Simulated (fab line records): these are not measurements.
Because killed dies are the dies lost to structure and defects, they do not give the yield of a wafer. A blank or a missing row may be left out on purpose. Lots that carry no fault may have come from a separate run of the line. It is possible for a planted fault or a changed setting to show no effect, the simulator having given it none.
fab line records | flow n5Finfet | part 1 of 2: steps 1 to 4 of 6
record lots=24 | wafers=72 | lastDay=18
route steps=1938 shown ILD0@341 DUMMY_REMOVAL@377 HKMG_FIN@389
lots that met no fault: from a run of the same line without faults
startH: start of the lot's first displayed wafer, in hours after the record's first day | waitH: hours since the lot's step before | " unchanged from the row above | L1.1+2: several wafers, shown together as one row | - no value, or no start given | * or withheld: withheld | < > ~ a bound
route shown NAME@n: NAME is a module with steps in the file, n the number in the route of the first one | usual: the fault-free wafers' mean and standard deviation | same: alike in all rows | chamber/n: place in a boat | sites: readings site by site | _std_site: the values' standard deviation | _edge_site: the outer-site mean with the inner-site mean subtracted | radiusMm: for every site, how far away it sits from the centre of the wafer | mask NAME#n: copy n | behind: the tool/chamber that last shaped the wafer | hold: cause of the lot's hold/its duration in hours/its outcome | device: names the non-switching transistor (n, p or np) | end of line: tests run on the same wafers once the route is complete | a step with no rows: only its recipe | killed: the dies lost at the first sort to structure and to defects; this is not the yield of the wafer | map: a wafer's dies, marking killed ones x, the rest . and places with no die _
set.NAME: the setting the step ran with; set.NAME@STEP: the setting that earlier step ran with | model.NAME: the simulator's own value behind a step, which no gauge read
a sample of lots followed through the steps of the route, with each step as a table and each wafer as a row
services: a tool's chamber out of use, with start hour (startH, from the record's first day; less than 0 if before it), hours out, and reason
## steps
# step N5_ILD0_THK_MEAS_08
# usual thkNm=138.4/1.5
lot.wafer | tool         | chamber | startH | waitH | thkNm
L074.1    | filmMetro-02 | -       | 66.31  | -     | 138.0
L074.5    | "            | -       | "      | "     | 139.4
L074.6    | "            | -       | "      | "     | 140.9
L076.1    | filmMetro-01 | -       | 75.09  | -     | 137.6
L076.3    | "            | -       | "      | "     | 137.8
L076.6    | "            | -       | "      | "     | 137.1
L075.2    | filmMetro-01 | -       | 80.06  | -     | 137.2
L075.4    | "            | -       | "      | "     | 135.1
L075.6    | "            | -       | "      | "     | 135.3
L077.1    | filmMetro-02 | -       | 84.41  | -     | 138.6
L077.3    | "            | -       | "      | "     | 139.7
L077.6    | "            | -       | "      | "     | 140.4
L078.3    | filmMetro-02 | -       | 88.82  | -     | 138.1
L078.4    | "            | -       | "      | "     | 136.6
L078.5    | "            | -       | "      | "     | 138.7
L079.3    | filmMetro-02 | -       | 93.21  | -     | 137.8
L079.4    | "            | -       | "      | "     | 137.8
L079.6    | "            | -       | "      | "     | 137.7
L080.1    | filmMetro-01 | -       | 96.53  | -     | 137.8
L080.3    | "            | -       | "      | "     | 139.5
L080.6    | "            | -       | "      | "     | 139.5
L081.2    | filmMetro-01 | -       | 102.49 | -     | 139.3
L081.3    | "            | -       | "      | "     | 141.4
L081.5    | "            | -       | "      | "     | 140.7
L082.1    | filmMetro-02 | -       | 111.38 | -     | 138.4
L082.2    | "            | -       | "      | "     | 136.7
L082.4    | "            | -       | "      | "     | 138.3
L083.1    | filmMetro-01 | -       | 116.62 | -     | 139.0
L083.2    | "            | -       | "      | "     | 139.1
L083.4    | "            | -       | "      | "     | 139.5
L084.1    | filmMetro-02 | -       | 119.87 | -     | 139.2
L084.2    | "            | -       | "      | "     | 139.6
L084.6    | "            | -       | "      | "     | 138.9
L085.2    | filmMetro-02 | -       | 131.13 | -     | 137.8
L085.3    | "            | -       | "      | "     | 139.3
L085.6    | "            | -       | "      | "     | 136.7
L086.1    | filmMetro-01 | -       | 143.58 | -     | 137.7
L086.3    | "            | -       | "      | "     | 136.5
L086.6    | "            | -       | "      | "     | 135.3
L087.1    | filmMetro-01 | -       | 146.83 | -     | 138.4
L087.3    | "            | -       | "      | "     | 138.5
L087.6    | "            | -       | "      | "     | 139.3
L088.2    | filmMetro-02 | -       | 148.36 | -     | 139.3
L088.3    | "            | -       | "      | "     | 137.6
L088.5    | "            | -       | "      | "     | 138.5
L090.1    | filmMetro-02 | -       | 155.96 | -     | 137.3
L090.4    | "            | -       | "      | "     | 137.4
L090.5    | "            | -       | "      | "     | 138.8
L089.2    | filmMetro-02 | -       | 156.87 | -     | 137.4
L089.3    | "            | -       | "      | "     | 134.8
L089.4    | "            | -       | "      | "     | 137.6
L091.3    | filmMetro-01 | -       | 166.61 | -     | 135.2
L091.5    | "            | -       | "      | "     | 136.8
L091.6    | "            | -       | "      | "     | 138.7
L092.3    | filmMetro-02 | -       | 170.61 | -     | 140.0
L092.4    | "            | -       | "      | "     | 140.0
L092.6    | "            | -       | "      | "     | 140.8
L093.1    | filmMetro-01 | -       | 175.20 | -     | 140.4
L093.2    | "            | -       | "      | "     | 138.7
L093.4    | "            | -       | "      | "     | 138.9
L094.1    | filmMetro-01 | -       | 183.13 | -     | 137.0
L094.2    | "            | -       | "      | "     | 137.9
L094.5    | "            | -       | "      | "     | 137.3
L095.2    | filmMetro-02 | -       | 188.32 | -     | 139.6
L095.3    | "            | -       | "      | "     | 137.0
L095.4    | "            | -       | "      | "     | 138.6
L096.2    | filmMetro-01 | -       | 195.10 | -     | 139.2
L096.3    | "            | -       | "      | "     | 139.4
L096.4    | "            | -       | "      | "     | 138.1
L097.2    | filmMetro-01 | -       | 203.00 | -     | 139.0
L097.4    | "            | -       | "      | "     | 137.0
L097.5    | "            | -       | "      | "     | 137.1
# step N5_DUMMY_REMOVAL_HM_STRIP_01
# recipe chemistry=CH3F/O2 | material=SiNx | targetDepthA=40 | stopOn=poly-Si | timeS=6.8 | overEtchFrac=0.3 | ionEnergyEv=60 | powerW=410 | biasW=29 | Ar_flow_sccm=150 | CH3F_flow_sccm=30 | O2_flow_sccm=20
# usual drypumpMotorCurrentA=5.9/0.32 | oesProductAu=0.65/0.081 | rfVppV=127.4/1.2 | showerheadPlenumPTorr=1.99/0.074 | throttleValvePct=16.34/0.26
lot.wafer | tool       | chamber | startH | waitH | drypumpMotorCurrentA | oesProductAu | rfHoursCounterH | rfVppV | showerheadPlenumPTorr | throttleValvePct
L074.1    | rieDiel-06 | 2       | 74.60  | 0.1   | 5.9                  | 0.63         | 102             | 127.3  | 2.10                  | 16.00
L074.5    | "          | 2       | "      | "     | 5.9                  | 0.63         | -               | 128.3  | 2.10                  | 15.98
L074.6    | "          | 1       | "      | "     | 5.9                  | 0.58         | -               | 127.7  | 1.89                  | 16.47
L076.1    | rieDiel-02 | 1       | 83.47  | 0.0   | 5.9                  | 0.63         | 118             | 127.7  | 2.01                  | 16.47
L076.3    | "          | 0       | "      | "     | 6.5                  | 0.60         | 192             | 126.0  | 1.90                  | 16.41
L076.6    | "          | 3       | "      | "     | 5.9                  | 0.78         | -               | 126.3  | 2.06                  | 16.21
L075.2    | rieDiel-02 | 1       | 87.78  | 0.0   | 5.9                  | 0.63         | 119             | 126.6  | 2.01                  | 16.47
L075.4    | "          | 0       | "      | "     | 6.6                  | 0.59         | -               | 125.3  | 1.90                  | 16.41
L075.6    | "          | 1       | "      | "     | 5.9                  | 0.63         | -               | 127.7  | 2.01                  | 16.48
L077.1    | rieDiel-04 | 3       | 94.77  | 0.0   | 5.4                  | 0.72         | 26              | 127.4  | 2.06                  | 15.98
L077.3    | "          | 2       | "      | "     | 5.4                  | 0.62         | 128             | 128.8  | 2.11                  | 16.48
L077.6    | "          | 1       | "      | "     | 5.8                  | 0.56         | -               | 127.0  | 1.99                  | 16.57
L078.3    | rieDiel-02 | 1       | 97.03  | 0.0   | 5.9                  | 0.64         | 122             | 127.0  | 2.01                  | 16.47
L078.4    | "          | 3       | "      | "     | 5.9                  | 0.77         | 9               | 126.5  | 2.06                  | 16.20
L078.5    | "          | 3       | "      | "     | 5.9                  | 0.77         | -               | 129.8  | 2.06                  | 16.22
L079.3    | rieDiel-02 | 1       | 101.53 | 0.0   | 5.9                  | 0.63         | 123             | 126.6  | 2.01                  | 16.48
L079.4    | "          | 2       | "      | "     | 5.3                  | 0.82         | 1               | 127.8  | 2.05                  | 16.18
L079.6    | "          | 3       | "      | "     | 5.9                  | 0.77         | -               | 127.5  | 2.06                  | 16.21
L080.1    | rieDiel-06 | 0       | 107.74 | 0.0   | 5.8                  | 0.75         | 8               | 126.3  | 2.06                  | 15.93
L080.3    | "          | 1       | "      | "     | 5.9                  | 0.57         | 229             | 126.8  | 1.89                  | 16.50
L080.6    | "          | 1       | "      | "     | 5.9                  | 0.57         | -               | 125.7  | 1.89                  | 16.49
L081.2    | rieDiel-06 | 1       | 110.81 | 0.0   | 6.0                  | 0.57         | 229             | 126.0  | 1.89                  | 16.53
L081.3    | "          | 3       | "      | "     | 5.8                  | 0.71         | 48              | 126.8  | 1.96                  | 16.56
L081.5    | "          | 2       | "      | "     | 6.0                  | 0.62         | -               | 128.6  | 2.09                  | 16.00
L082.1    | rieDiel-04 | 1       | 119.21 | 0.0   | 5.8                  | 0.57         | 219             | 127.3  | 1.99                  | 16.58
L082.2    | "          | 0       | "      | "     | 6.3                  | 0.57         | 231             | 126.7  | 1.89                  | 16.64
L082.4    | "          | 0       | "      | "     | 6.3                  | 0.57         | -               | 125.7  | 1.89                  | 16.65
L083.1    | rieDiel-02 | 1       | 124.51 | 0.1   | 5.9                  | 0.63         | 131             | 126.8  | 2.01                  | 16.49
L083.2    | "          | 3       | "      | "     | 5.9                  | 0.76         | 18              | 127.5  | 2.06                  | 16.23
L083.4    | "          | 2       | "      | "     | 5.2                  | 0.78         | 8               | 127.4  | 2.05                  | 16.20
L084.1    | rieDiel-06 | 1       | 127.65 | 0.0   | 5.9                  | 0.56         | 234             | 126.1  | 1.88                  | 16.50
L084.2    | "          | 0       | "      | "     | 5.9                  | 0.75         | 13              | 128.3  | 2.06                  | 15.95
L084.6    | "          | 0       | "      | "     | 5.8                  | 0.75         | -               | 128.6  | 2.06                  | 15.95
L085.2    | rieDiel-02 | 1       | 138.75 | 0.1   | 5.9                  | 0.62         | 135             | 127.1  | 2.00                  | 16.50
L085.3    | "          | 3       | "      | "     | 5.9                  | 0.75         | 22              | 127.7  | 2.06                  | 16.23
L085.6    | "          | 1       | "      | "     | 5.9                  | 0.63         | -               | 127.6  | 2.00                  | 16.50
L086.1    | rieDiel-04 | 1       | 151.75 | 0.0   | 5.8                  | 0.55         | 233             | 127.4  | 1.98                  | 16.60
L086.3    | "          | 3       | "      | "     | 5.4                  | 0.69         | 50              | 127.4  | 2.05                  | 16.03
L086.6    | "          | 0       | "      | "     | 6.3                  | 0.57         | -               | 126.8  | 1.89                  | 16.68
L087.1    | rieDiel-04 | 1       | 154.89 | 0.4   | 5.8                  | 0.55         | 235             | 128.7  | 1.98                  | 16.62
L087.3    | "          | 3       | "      | "     | 5.4                  | 0.69         | 52              | 126.1  | 2.05                  | 16.04
L087.6    | "          | 3       | "      | "     | 5.4                  | 0.69         | -               | 128.1  | 2.05                  | 16.03
L088.2    | rieDiel-06 | 1       | 156.71 | 0.0   | 5.9                  | 0.57         | 243             | 127.1  | 1.88                  | 16.53
L088.3    | "          | 0       | "      | "     | 5.9                  | 0.73         | 22              | 125.3  | 2.06                  | 15.98
L088.5    | "          | 1       | "      | "     | 5.9                  | 0.56         | -               | 127.1  | 1.88                  | 16.52
L090.1    | rieDiel-06 | 0       | 163.66 | 0.0   | 5.9                  | 0.73         | 23              | 128.7  | 2.06                  | 15.98
L090.4    | "          | 1       | "      | "     | 6.0                  | 0.56         | 245             | 126.4  | 1.88                  | 16.52
L090.5    | "          | 2       | "      | "     | 5.9                  | 0.62         | -               | 129.4  | 2.09                  | 16.03
L089.2    | rieDiel-04 | 3       | 165.42 | 0.0   | 5.4                  | 0.68         | 54              | 127.4  | 2.05                  | 16.04
L089.3    | "          | 1       | "      | "     | 5.8                  | 0.55         | 237             | 126.1  | 1.98                  | 16.60
L089.4    | "          | 0       | "      | "     | 6.3                  | 0.56         | -               | 127.6  | 1.89                  | 16.67
L091.3    | rieDiel-04 | 0       | 174.50 | 0.0   | 6.3                  | 0.56         | 253             | 127.3  | 1.89                  | 16.67
L091.5    | "          | 1       | "      | "     | 5.8                  | 0.56         | -               | 127.6  | 1.98                  | 16.62
L091.6    | "          | 0       | "      | "     | 6.3                  | 0.56         | -               | 125.6  | 1.88                  | 16.67
L092.3    | rieDiel-04 | 3       | 178.34 | 0.0   | 5.4                  | 0.67         | 60              | 128.3  | 2.04                  | 16.05
L092.4    | "          | 3       | "      | "     | 5.4                  | 0.68         | -               | 127.7  | 2.04                  | 16.05
L092.6    | "          | 1       | "      | "     | 5.8                  | 0.55         | -               | 128.6  | 1.98                  | 16.62
L093.1    | rieDiel-06 | 0       | 183.61 | 0.2   | 5.9                  | 0.72         | 29              | 129.3  | 2.05                  | 15.99
L093.2    | "          | 2       | "      | "     | 5.9                  | 0.61         | 133             | 127.9  | 2.09                  | 16.06
L093.4    | "          | 2       | "      | "     | 6.0                  | 0.61         | -               | 128.8  | 2.09                  | 16.04
L094.1    | rieDiel-06 | 2       | 191.43 | 0.0   | 6.0                  | 0.61         | 137             | 126.8  | 2.09                  | 16.06
L094.2    | "          | 0       | "      | "     | 5.8                  | 0.72         | 33              | 127.7  | 2.05                  | 16.00
L094.5    | "          | 0       | "      | "     | 5.8                  | 0.71         | -               | 127.1  | 2.05                  | 15.98
L095.2    | rieDiel-04 | 1       | 198.39 | 0.0   | 5.8                  | 0.55         | 250             | 127.5  | 1.98                  | 16.65
L095.3    | "          | 3       | "      | "     | 5.5                  | 0.67         | 67              | 126.9  | 2.04                  | 16.06
L095.4    | "          | 1       | "      | "     | 5.8                  | 0.55         | -               | 126.2  | 1.98                  | 16.64
L096.2    | rieDiel-06 | 0       | 202.81 | 0.1   | 5.9                  | 0.72         | 37              | 129.8  | 2.05                  | 16.01
L096.3    | "          | 1       | "      | "     | 5.9                  | 0.82         | 1               | 130.5  | 2.13                  | 16.08
L096.4    | "          | 2       | "      | "     | 5.9                  | 0.60         | 142             | 127.8  | 2.08                  | 16.06
L097.2    | rieDiel-02 | 0       | 212.03 | 0.0   | 6.5                  | 0.57         | 234             | 125.3  | 1.89                  | 16.49
L097.4    | "          | 1       | "      | "     | 5.9                  | 0.60         | 158             | 127.6  | 2.00                  | 16.57
L097.5    | "          | 1       | "      | "     | 5.9                  | 0.60         | -               | 126.9  | 2.00                  | 16.54
# step N5_DUMMY_REMOVAL_STRIP_10
# recipe chemistry=N2/H2 | timeS=40 | powerW=100 | tempC=40 | pressureMtorr=100 | rfFrequencyHz=6e+07 | biasPowerW=3 | n2FlowSccm=300 | h2FlowSccm=300
# usual drypumpMotorCurrentA=5.9/0.32 | oesProductAu=0.80/0.11 | rfVppV=45.3/0.92 | showerheadPlenumPTorr=3.36/0.12 | tempC=40.00/0.12 | throttleValvePct=12.2/0.31
lot.wafer | tool       | chamber | startH | waitH | drypumpMotorCurrentA | oesProductAu | rfHoursCounterH | rfVppV | showerheadPlenumPTorr | tempC | throttleValvePct
L074.1    | rieDiel-06 | 2       | 74.63  | 0.0   | 5.9                  | 0.78         | 102             | 44.6   | 3.54                  | 39.95 | 11.9
L074.5    | "          | 2       | "      | "     | 6.0                  | 0.79         | -               | 42.7   | 3.54                  | 39.87 | 11.9
L074.6    | "          | 1       | "      | "     | 6.0                  | 0.70         | -               | 45.2   | 3.20                  | 40.11 | 12.5
L076.1    | rieDiel-02 | 1       | 83.51  | 0.0   | 5.9                  | 0.78         | 118             | 45.2   | 3.39                  | 40.06 | 12.4
L076.3    | "          | 0       | "      | "     | 6.5                  | 0.73         | 192             | 43.0   | 3.21                  | 40.05 | 12.4
L076.6    | "          | 3       | "      | "     | 5.9                  | 0.97         | -               | 44.8   | 3.46                  | 39.98 | 12.0
L075.2    | rieDiel-02 | 1       | 87.81  | 0.0   | 5.9                  | 0.78         | 119             | 44.8   | 3.39                  | 40.07 | 12.4
L075.4    | "          | 0       | "      | "     | 6.5                  | 0.73         | -               | 44.3   | 3.21                  | 40.10 | 12.4
L075.6    | "          | 1       | "      | "     | 5.9                  | 0.77         | -               | 46.4   | 3.39                  | 40.20 | 12.4
L077.1    | rieDiel-04 | 3       | 94.81  | 0.0   | 5.4                  | 0.91         | 26              | 44.4   | 3.46                  | 39.99 | 11.9
L077.3    | "          | 2       | "      | "     | 5.4                  | 0.77         | 128             | 46.6   | 3.54                  | 40.08 | 12.2
L077.6    | "          | 1       | "      | "     | 5.9                  | 0.68         | -               | 45.3   | 3.36                  | 40.21 | 12.5
L078.3    | rieDiel-02 | 1       | 97.06  | 0.0   | 5.9                  | 0.77         | 122             | 45.0   | 3.39                  | 40.14 | 12.4
L078.4    | "          | 3       | "      | "     | 5.9                  | 0.96         | 9               | 45.1   | 3.46                  | 40.01 | 12.0
L078.5    | "          | 3       | "      | "     | 5.9                  | 0.96         | -               | 45.5   | 3.46                  | 39.98 | 12.0
L079.3    | rieDiel-02 | 1       | 101.57 | 0.0   | 5.9                  | 0.78         | 123             | 46.1   | 3.39                  | 40.14 | 12.4
L079.4    | "          | 2       | "      | "     | 5.3                  | 1.00         | 1               | 45.9   | 3.46                  | 39.84 | 12.0
L079.6    | "          | 3       | "      | "     | 5.9                  | 0.96         | -               | 45.1   | 3.46                  | 40.01 | 12.0
L080.1    | rieDiel-06 | 0       | 107.77 | 0.0   | 5.9                  | 0.95         | 8               | 44.6   | 3.45                  | 40.31 | 11.6
L080.3    | "          | 1       | "      | "     | 6.0                  | 0.70         | 229             | 44.2   | 3.19                  | 39.89 | 12.5
L080.6    | "          | 1       | "      | "     | 5.9                  | 0.70         | -               | 44.9   | 3.19                  | 40.02 | 12.5
L081.2    | rieDiel-06 | 1       | 110.84 | 0.0   | 5.9                  | 0.69         | 229             | 44.6   | 3.19                  | 39.93 | 12.5
L081.3    | "          | 3       | "      | "     | 5.9                  | 0.87         | 48              | 44.9   | 3.30                  | 40.17 | 12.4
L081.5    | "          | 2       | "      | "     | 5.9                  | 0.77         | -               | 46.3   | 3.54                  | 40.29 | 12.0
L082.1    | rieDiel-04 | 1       | 119.25 | 0.0   | 5.8                  | 0.68         | 219             | 46.2   | 3.35                  | 39.85 | 12.5
L082.2    | "          | 0       | "      | "     | 6.3                  | 0.69         | 231             | 46.0   | 3.21                  | 39.76 | 12.6
L082.4    | "          | 0       | "      | "     | 6.3                  | 0.69         | -               | 45.0   | 3.21                  | 39.84 | 12.6
L083.1    | rieDiel-02 | 1       | 124.54 | 0.0   | 5.9                  | 0.76         | 131             | 44.0   | 3.39                  | 40.13 | 12.4
L083.2    | "          | 3       | "      | "     | 5.9                  | 0.93         | 18              | 44.5   | 3.46                  | 39.86 | 12.0
L083.4    | "          | 2       | "      | "     | 5.3                  | 0.96         | 8               | 47.2   | 3.46                  | 40.12 | 12.0
L084.1    | rieDiel-06 | 1       | 127.68 | 0.0   | 6.0                  | 0.69         | 234             | 44.5   | 3.19                  | 40.05 | 12.5
L084.2    | "          | 0       | "      | "     | 5.9                  | 0.95         | 13              | 46.7   | 3.45                  | 40.13 | 11.7
L084.6    | "          | 0       | "      | "     | 5.9                  | 0.93         | -               | 45.8   | 3.45                  | 40.12 | 11.7
L085.2    | rieDiel-02 | 1       | 138.79 | 0.0   | 5.9                  | 0.76         | 135             | 44.6   | 3.38                  | 40.08 | 12.5
L085.3    | "          | 3       | "      | "     | 5.9                  | 0.93         | 22              | 46.5   | 3.46                  | 39.88 | 12.0
L085.6    | "          | 1       | "      | "     | 5.9                  | 0.76         | -               | 44.4   | 3.38                  | 40.01 | 12.5
L086.1    | rieDiel-04 | 1       | 151.78 | 0.0   | 5.8                  | 0.67         | 233             | 44.8   | 3.35                  | 39.94 | 12.5
L086.3    | "          | 3       | "      | "     | 5.4                  | 0.86         | 50              | 43.8   | 3.45                  | 40.31 | 12.0
L086.6    | "          | 0       | "      | "     | 6.3                  | 0.68         | -               | 45.3   | 3.20                  | 39.81 | 12.6
L087.1    | rieDiel-04 | 1       | 154.93 | 0.0   | 5.8                  | 0.67         | 235             | 45.5   | 3.35                  | 39.96 | 12.5
L087.3    | "          | 3       | "      | "     | 5.4                  | 0.85         | 52              | 46.9   | 3.44                  | 39.99 | 11.9
L087.6    | "          | 3       | "      | "     | 5.4                  | 0.86         | -               | 46.0   | 3.44                  | 39.97 | 11.9
L088.2    | rieDiel-06 | 1       | 156.74 | 0.0   | 6.0                  | 0.68         | 243             | 44.8   | 3.18                  | 39.74 | 12.5
L088.3    | "          | 0       | "      | "     | 5.9                  | 0.92         | 22              | 46.6   | 3.44                  | 40.07 | 11.7
L088.5    | "          | 1       | "      | "     | 6.0                  | 0.68         | -               | 44.0   | 3.18                  | 39.68 | 12.5
L090.1    | rieDiel-06 | 0       | 163.69 | 0.0   | 5.9                  | 0.91         | 23              | 46.5   | 3.44                  | 40.07 | 11.7
L090.4    | "          | 1       | "      | "     | 5.9                  | 0.68         | 245             | 44.5   | 3.18                  | 39.99 | 12.5
L090.5    | "          | 2       | "      | "     | 6.0                  | 0.75         | -               | 44.9   | 3.53                  | 39.85 | 12.0
L089.2    | rieDiel-04 | 3       | 165.45 | 0.0   | 5.5                  | 0.85         | 54              | 45.0   | 3.44                  | 40.04 | 11.9
L089.3    | "          | 1       | "      | "     | 5.7                  | 0.67         | 237             | 44.3   | 3.34                  | 39.97 | 12.6
L089.4    | "          | 0       | "      | "     | 6.4                  | 0.67         | -               | 44.8   | 3.20                  | 39.94 | 12.6
L091.3    | rieDiel-04 | 0       | 174.54 | 0.0   | 6.3                  | 0.67         | 253             | 43.5   | 3.20                  | 40.23 | 12.6
L091.5    | "          | 1       | "      | "     | 5.8                  | 0.67         | -               | 45.4   | 3.34                  | 39.95 | 12.6
L091.6    | "          | 0       | "      | "     | 6.4                  | 0.68         | -               | 45.5   | 3.20                  | 40.11 | 12.6
L092.3    | rieDiel-04 | 3       | 178.37 | 0.0   | 5.4                  | 0.85         | 60              | 44.0   | 3.44                  | 40.02 | 12.0
L092.4    | "          | 3       | "      | "     | 5.4                  | 0.85         | -               | 46.2   | 3.44                  | 40.09 | 12.0
L092.6    | "          | 1       | "      | "     | 5.8                  | 0.66         | -               | 44.8   | 3.34                  | 40.02 | 12.6
L093.1    | rieDiel-06 | 0       | 183.64 | 0.0   | 5.9                  | 0.90         | 29              | 45.4   | 3.44                  | 39.86 | 11.7
L093.2    | "          | 2       | "      | "     | 5.9                  | 0.75         | 133             | 46.0   | 3.52                  | 40.20 | 12.0
L093.4    | "          | 2       | "      | "     | 5.9                  | 0.76         | -               | 45.8   | 3.52                  | 40.05 | 12.0
L094.1    | rieDiel-06 | 2       | 191.46 | 0.0   | 6.0                  | 0.74         | 137             | 45.3   | 3.52                  | 40.08 | 12.0
L094.2    | "          | 0       | "      | "     | 5.9                  | 0.89         | 33              | 45.1   | 3.44                  | 39.99 | 11.7
L094.5    | "          | 0       | "      | "     | 5.9                  | 0.88         | -               | 45.2   | 3.44                  | 39.89 | 11.7
L095.2    | rieDiel-04 | 1       | 198.42 | 0.0   | 5.8                  | 0.65         | 250             | 45.3   | 3.34                  | 39.88 | 12.6
L095.3    | "          | 3       | "      | "     | 5.4                  | 0.83         | 67              | 45.6   | 3.44                  | 39.99 | 12.0
L095.4    | "          | 1       | "      | "     | 5.8                  | 0.65         | -               | 46.4   | 3.34                  | 39.81 | 12.6
L096.2    | rieDiel-06 | 0       | 202.85 | 0.0   | 5.9                  | 0.89         | 37              | 46.6   | 3.43                  | 39.97 | 11.7
L096.3    | "          | 1       | "      | "     | 5.9                  | 1.01         | 1               | 46.9   | 3.58                  | 40.06 | 11.9
L096.4    | "          | 2       | "      | "     | 6.0                  | 0.75         | 142             | 45.7   | 3.52                  | 39.93 | 12.0
L097.2    | rieDiel-02 | 0       | 212.06 | 0.0   | 6.6                  | 0.70         | 234             | 43.6   | 3.19                  | 40.12 | 12.5
L097.4    | "          | 1       | "      | "     | 5.9                  | 0.74         | 158             | 44.7   | 3.37                  | 40.16 | 12.5
L097.5    | "          | 1       | "      | "     | 5.9                  | 0.74         | -               | 46.4   | 3.37                  | 40.34 | 12.5
# step N5_DUMMY_REMOVAL_INSPECT_06
# recipe inspectInstrument=brightfield | mode=aei
# usual rawDefectCount=11/5.1
lot.wafer | tool             | chamber | startH | waitH | rawDefectCount
L074.1    | defectInspect-01 | -       | 74.80  | 0.0   | 7
L074.5    | "                | -       | "      | "     | 8
L074.6    | "                | -       | "      | "     | 11
L076.1    | defectInspect-02 | -       | 83.67  | 0.0   | 12
L076.3    | "                | -       | "      | "     | 4
L076.6    | "                | -       | "      | "     | 15
L075.2    | defectInspect-02 | -       | 87.98  | 0.0   | 17
L075.4    | "                | -       | "      | "     | 16
L075.6    | "                | -       | "      | "     | 13
L077.1    | defectInspect-01 | -       | 94.97  | 0.0   | 13
L077.3    | "                | -       | "      | "     | 27
L077.6    | "                | -       | "      | "     | 21
L078.3    | defectInspect-02 | -       | 97.23  | 0.0   | 10
L078.4    | "                | -       | "      | "     | 6
L078.5    | "                | -       | "      | "     | 11
L079.3    | defectInspect-01 | -       | 101.73 | 0.0   | 14
L079.4    | "                | -       | "      | "     | 11
L079.6    | "                | -       | "      | "     | 16
L080.1    | defectInspect-01 | -       | 107.93 | 0.0   | 8
L080.3    | "                | -       | "      | "     | 11
L080.6    | "                | -       | "      | "     | 12
L081.2    | defectInspect-02 | -       | 111.00 | 0.0   | 6
L081.3    | "                | -       | "      | "     | 3
L081.5    | "                | -       | "      | "     | 6
L082.1    | defectInspect-01 | -       | 119.41 | 0.0   | 9
L082.2    | "                | -       | "      | "     | 9
L082.4    | "                | -       | "      | "     | 14
L083.1    | defectInspect-01 | -       | 124.70 | 0.0   | 14
L083.2    | "                | -       | "      | "     | 6
L083.4    | "                | -       | "      | "     | 7
L084.1    | defectInspect-01 | -       | 127.84 | 0.0   | 8
L084.2    | "                | -       | "      | "     | 15
L084.6    | "                | -       | "      | "     | 9
L085.2    | defectInspect-02 | -       | 138.95 | 0.0   | 13
L085.3    | "                | -       | "      | "     | 24
L085.6    | "                | -       | "      | "     | 19
L086.1    | defectInspect-02 | -       | 151.94 | 0.0   | 3
L086.3    | "                | -       | "      | "     | 11
L086.6    | "                | -       | "      | "     | 10
L087.1    | defectInspect-01 | -       | 155.09 | 0.0   | 12
L087.3    | "                | -       | "      | "     | 9
L087.6    | "                | -       | "      | "     | 11
L088.2    | defectInspect-02 | -       | 156.91 | 0.0   | 5
L088.3    | "                | -       | "      | "     | 15
L088.5    | "                | -       | "      | "     | 10
L090.1    | defectInspect-02 | -       | 163.85 | 0.0   | 14
L090.4    | "                | -       | "      | "     | 12
L090.5    | "                | -       | "      | "     | 7
L089.2    | defectInspect-01 | -       | 165.61 | 0.0   | 23
L089.3    | "                | -       | "      | "     | 5
L089.4    | "                | -       | "      | "     | 11
L091.3    | defectInspect-01 | -       | 174.70 | 0.0   | 9
L091.5    | "                | -       | "      | "     | 8
L091.6    | "                | -       | "      | "     | 9
L092.3    | defectInspect-01 | -       | 178.59 | 0.0   | 12
L092.4    | "                | -       | "      | "     | 8
L092.6    | "                | -       | "      | "     | 15
L093.1    | defectInspect-01 | -       | 183.81 | 0.0   | 13
L093.2    | "                | -       | "      | "     | 7
L093.4    | "                | -       | "      | "     | 5
L094.1    | defectInspect-01 | -       | 191.62 | 0.0   | 11
L094.2    | "                | -       | "      | "     | 12
L094.5    | "                | -       | "      | "     | 10
L095.2    | defectInspect-01 | -       | 198.58 | 0.0   | 4
L095.3    | "                | -       | "      | "     | 10
L095.4    | "                | -       | "      | "     | 6
L096.2    | defectInspect-02 | -       | 203.01 | 0.0   | 9
L096.3    | "                | -       | "      | "     | 14
L096.4    | "                | -       | "      | "     | 19
L097.2    | defectInspect-01 | -       | 212.22 | 0.0   | 8
L097.4    | "                | -       | "      | "     | 13
L097.5    | "                | -       | "      | "     | 6
